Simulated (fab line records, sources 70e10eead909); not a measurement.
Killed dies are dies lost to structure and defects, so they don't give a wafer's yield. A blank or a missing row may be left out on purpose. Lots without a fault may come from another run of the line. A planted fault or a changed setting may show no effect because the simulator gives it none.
Chamber matching | flow nand_harc | NHARC_P_BONDPAD_DESCUM_11 on rie_diel-10: 4 sister chambers
The step chemistry O2, time 3 s. 8 wafers are shown with their chamber, then 7 later ones without.

WAFERS WITH THEIR CHAMBER
wafer  | chamber | drypump_motor_current_A (A) | oes_product_au (a.u.)
L078.3 | 1       | 6.0                         | 1.020
L079.6 | 2       | 5.5                         | 1.002
L080.5 | 3       | 5.7                         | 1.008
L083.2 | 0       | 5.4                         | 0.997
L083.3 | 2       | 5.4                         | 0.995
L083.4 | 3       | 5.7                         | 1.009
L086.1 | 0       | 5.4                         | 0.997
L086.5 | 1       | 6.0                         | 0.997

WAFERS WITHOUT THEIR CHAMBER
wafer  | drypump_motor_current_A (A) | oes_product_au (a.u.)
L086.6 | 5.4                         | 0.989
L087.1 | 5.5                         | 0.996
L087.3 | 5.8                         | 1.006
L087.5 | 5.5                         | 0.999
L094.1 | 5.4                         | 1.005
L094.4 | 5.8                         | 1.008
L094.5 | 5.4                         | 1.000

WHICH CHAMBER EACH WENT THROUGH
wafer  | from the rows above     | in truth
L086.6 | can't be placed: 0 or 2 | 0
L087.1 | can't be placed: 2 or 0 | 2
L087.3 | 3                       | 3
L087.5 | can't be placed: 2 or 0 | 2
L094.1 | can't be placed: 0 or 2 | 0
L094.4 | 3                       | 3
L094.5 | can't be placed: 0 or 2 | 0
Placed correctly: 2 of 7. Can't be placed from these rows: 5 (the true chamber is among the candidates in 5). Placed wrongly: 0.
How it was worked out, from the rows above alone: a wafer's distance from a chamber is the root of the sum, over the readings, of the square of ((its reading less the chamber's mean) divided by the reading's scatter). The wafer belongs to the nearest chamber; if the next one is less than 2 further off, it can't be placed. A chamber's mean is the mean of its shown wafers. The scatter: the root of (the sum of the squares of (reading less its chamber's mean) over the shown wafers, divided by (wafers less chambers)).
